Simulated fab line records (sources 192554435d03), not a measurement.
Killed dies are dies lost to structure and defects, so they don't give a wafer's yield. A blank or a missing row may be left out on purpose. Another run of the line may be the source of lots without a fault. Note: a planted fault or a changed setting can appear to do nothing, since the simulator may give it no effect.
Lot-split experiment / flow n5_finfet / route with 1938 steps; 7 lots, 39 wafers read

## THE SPLIT ITSELF
At N5_BEOL_M3_ILD_DEP_00 (deposits SiOC from DEMS/O2, target thk 79 nm, time 15.3 s), the setting time_s was moved away from the recipe's 15.3 s on 9 of the 39 wafers read, by -58.9% to -46.0%. For the rest of the wafers, this setting stayed at what the recipe calls for.

The file shows no step between the split and the reading.

## THE READING
M3_ILD_THK in nanometres, read at N5_BEOL_M3_THK_MEAS_01. A value of 79.1 nm with a standard deviation of 1 nm is what fault-free wafers of this fab line usually give.

wafer=L075.1; tool, chamber at the split=pecvd-02, 2; time_s as run, s=8.263; against the recipe=-46.0%; M3_ILD_THK, nm=43.6; against lot-mates on the recipe=-34.4
wafer=L075.2; tool, chamber at the split=pecvd-02, 0; time_s as run, s=15.3; against the recipe=recipe; M3_ILD_THK, nm=77.4; against lot-mates on the recipe=-
wafer=L075.3; tool, chamber at the split=pecvd-02, 1; time_s as run, s=15.3; against the recipe=recipe; M3_ILD_THK, nm=77.9; against lot-mates on the recipe=-
wafer=L075.4; tool, chamber at the split=pecvd-02, 1; time_s as run, s=8.263; against the recipe=-46.0%; M3_ILD_THK, nm=42.9; against lot-mates on the recipe=-35.1
wafer=L075.5; tool, chamber at the split=pecvd-02, 0; time_s as run, s=15.3; against the recipe=recipe; M3_ILD_THK, nm=78.7; against lot-mates on the recipe=-
wafer=L075.6; tool, chamber at the split=pecvd-02, 2; time_s as run, s=8.263; against the recipe=-46.0%; M3_ILD_THK, nm=43.5; against lot-mates on the recipe=-34.5
wafer=L077.1; tool, chamber at the split=pecvd-03, 0; time_s as run, s=15.3; against the recipe=recipe; M3_ILD_THK, nm=78.7; against lot-mates on the recipe=-
wafer=L077.2; tool, chamber at the split=pecvd-03, 1; time_s as run, s=15.3; against the recipe=recipe; M3_ILD_THK, nm=79.5; against lot-mates on the recipe=-
wafer=L077.4; tool, chamber at the split=pecvd-03, 0; time_s as run, s=15.3; against the recipe=recipe; M3_ILD_THK, nm=79.9; against lot-mates on the recipe=-
wafer=L083.1; tool, chamber at the split=pecvd-02, 1; time_s as run, s=15.3; against the recipe=recipe; M3_ILD_THK, nm=79.4; against lot-mates on the recipe=-
wafer=L083.2; tool, chamber at the split=pecvd-02, 0; time_s as run, s=15.3; against the recipe=recipe; M3_ILD_THK, nm=79.0; against lot-mates on the recipe=-
wafer=L083.3; tool, chamber at the split=pecvd-02, 2; time_s as run, s=15.3; against the recipe=recipe; M3_ILD_THK, nm=79.4; against lot-mates on the recipe=-
wafer=L083.4; tool, chamber at the split=pecvd-02, 1; time_s as run, s=15.3; against the recipe=recipe; M3_ILD_THK, nm=80.5; against lot-mates on the recipe=-
wafer=L083.5; tool, chamber at the split=pecvd-02, 2; time_s as run, s=15.3; against the recipe=recipe; M3_ILD_THK, nm=79.7; against lot-mates on the recipe=-
wafer=L083.6; tool, chamber at the split=pecvd-02, 0; time_s as run, s=15.3; against the recipe=recipe; M3_ILD_THK, nm=80.7; against lot-mates on the recipe=-
wafer=L086.1; tool, chamber at the split=pecvd-01, 0; time_s as run, s=15.3; against the recipe=recipe; M3_ILD_THK, nm=78.7; against lot-mates on the recipe=-
wafer=L086.2; tool, chamber at the split=pecvd-01, 1; time_s as run, s=6.289; against the recipe=-58.9%; M3_ILD_THK, nm=33.0; against lot-mates on the recipe=-46.6
wafer=L086.3; tool, chamber at the split=pecvd-01, 2; time_s as run, s=6.289; against the recipe=-58.9%; M3_ILD_THK, nm=33.1; against lot-mates on the recipe=-46.5
wafer=L086.4; tool, chamber at the split=pecvd-01, 2; time_s as run, s=15.3; against the recipe=recipe; M3_ILD_THK, nm=80.2; against lot-mates on the recipe=-
wafer=L086.5; tool, chamber at the split=pecvd-01, 1; time_s as run, s=6.289; against the recipe=-58.9%; M3_ILD_THK, nm=32.9; against lot-mates on the recipe=-46.7
wafer=L086.6; tool, chamber at the split=pecvd-01, 0; time_s as run, s=15.3; against the recipe=recipe; M3_ILD_THK, nm=80.0; against lot-mates on the recipe=-
wafer=L090.1; tool, chamber at the split=pecvd-01, 1; time_s as run, s=7.426; against the recipe=-51.5%; M3_ILD_THK, nm=38.5; against lot-mates on the recipe=-41.1
wafer=L090.2; tool, chamber at the split=pecvd-01, 0; time_s as run, s=7.426; against the recipe=-51.5%; M3_ILD_THK, nm=39.4; against lot-mates on the recipe=-40.2
wafer=L090.3; tool, chamber at the split=pecvd-01, 2; time_s as run, s=15.3; against the recipe=recipe; M3_ILD_THK, nm=79.6; against lot-mates on the recipe=-
wafer=L090.4; tool, chamber at the split=pecvd-01, 0; time_s as run, s=15.3; against the recipe=recipe; M3_ILD_THK, nm=78.7; against lot-mates on the recipe=-
wafer=L090.5; tool, chamber at the split=pecvd-01, 1; time_s as run, s=7.426; against the recipe=-51.5%; M3_ILD_THK, nm=39.8; against lot-mates on the recipe=-39.8
wafer=L090.6; tool, chamber at the split=pecvd-01, 2; time_s as run, s=15.3; against the recipe=recipe; M3_ILD_THK, nm=80.5; against lot-mates on the recipe=-
wafer=L092.1; tool, chamber at the split=pecvd-01, 0; time_s as run, s=15.3; against the recipe=recipe; M3_ILD_THK, nm=78.5; against lot-mates on the recipe=-
wafer=L092.2; tool, chamber at the split=pecvd-01, 1; time_s as run, s=15.3; against the recipe=recipe; M3_ILD_THK, nm=79.3; against lot-mates on the recipe=-
wafer=L092.3; tool, chamber at the split=pecvd-01, 2; time_s as run, s=15.3; against the recipe=recipe; M3_ILD_THK, nm=79.5; against lot-mates on the recipe=-
wafer=L092.4; tool, chamber at the split=pecvd-01, 1; time_s as run, s=15.3; against the recipe=recipe; M3_ILD_THK, nm=80.5; against lot-mates on the recipe=-
wafer=L092.5; tool, chamber at the split=pecvd-01, 2; time_s as run, s=15.3; against the recipe=recipe; M3_ILD_THK, nm=80.1; against lot-mates on the recipe=-
wafer=L092.6; tool, chamber at the split=pecvd-01, 0; time_s as run, s=15.3; against the recipe=recipe; M3_ILD_THK, nm=79.9; against lot-mates on the recipe=-
wafer=L095.1; tool, chamber at the split=pecvd-01, 2; time_s as run, s=15.3; against the recipe=recipe; M3_ILD_THK, nm=79.5; against lot-mates on the recipe=-
wafer=L095.2; tool, chamber at the split=pecvd-01, 1; time_s as run, s=15.3; against the recipe=recipe; M3_ILD_THK, nm=78.4; against lot-mates on the recipe=-
wafer=L095.3; tool, chamber at the split=pecvd-01, 0; time_s as run, s=15.3; against the recipe=recipe; M3_ILD_THK, nm=79.4; against lot-mates on the recipe=-
wafer=L095.4; tool, chamber at the split=pecvd-01, 1; time_s as run, s=15.3; against the recipe=recipe; M3_ILD_THK, nm=79.9; against lot-mates on the recipe=-
wafer=L095.5; tool, chamber at the split=pecvd-01, 0; time_s as run, s=15.3; against the recipe=recipe; M3_ILD_THK, nm=80.8; against lot-mates on the recipe=-
wafer=L095.6; tool, chamber at the split=pecvd-01, 2; time_s as run, s=15.3; against the recipe=recipe; M3_ILD_THK, nm=81.6; against lot-mates on the recipe=-

FIT RESULTS
A straight line over all 39 wafers: M3_ILD_THK changes by +0.787 nm for each +1% of time_s; r = +1.00; the points scatter about the line by 0.83 nm.
The same after taking each lot's own level away (the mean of its wafers on the recipe; 39 wafers): +0.78 nm for each +1%; r = +1.00; scatter 0.78 nm.
The reading moves by 46 nm for the largest change in time_s, on that fit.
Across the lots, their own levels run from 78.00 to 79.93 nm, a range of 1.9 times the standard deviation given above.
Hence the lot-to-lot level has little effect on the slope; both slopes agree.
Check: with one of the wafers moved furthest among these (-58.9%) left out of the fit, the line predicts -45.8 nm for it against its lot-mates. Against them it came out at -46.6 nm.

## OTHER SPLITS APPLIED TO THESE WAFERS
Before the reading, these wafers also passed through other splits. Each is held against what the fit with the lots' levels taken away leaves over:
other split on the same wafers=N5_STI_FIN_REVEAL_ETCHBACK_08 target_depth_a; wafers away from the commonest value=12; r with M3_ILD_THK (lot level and that fit taken away)=+0.09
other split on the same wafers=N5_DUMMY_GATE_HM_DEP_06 time_s; wafers away from the commonest value=30; r with M3_ILD_THK (lot level and that fit taken away)=+0.13
other split on the same wafers=N5_MOL_CONTACT_COAG_ETCHBACK_135 time_s; wafers away from the commonest value=15; r with M3_ILD_THK (lot level and that fit taken away)=-0.11
other split on the same wafers=N5_BEOL_M1_TRENCH_ETCH_37 time_s; wafers away from the commonest value=12; r with M3_ILD_THK (lot level and that fit taken away)=-0.07

## THE WHOLE CHAIN: every reading that the file lists as answering this split, in the file's order
step=N5_BEOL_M3_ILD_DEP_00; what it does=deposits SiOC from DEMS/O2, target thk 79 nm, time 15.3 s; reading=SiOC_of_BEOL_M3_ILD_DEP_00.thk_nm (the simulator's own value, which no gauge read); change (the file's fit)=+0.779 nm for each +1% of the setting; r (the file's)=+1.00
step=N5_BEOL_M3_THK_MEAS_01; what it does=; reading=M3_ILD_THK; change (the file's fit)=+0.779 for each +1% of the setting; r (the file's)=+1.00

## THE FILE'S OWN FIT
M3_ILD_THK changes by +0.779 nm for each +1% of time_s, r = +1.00.
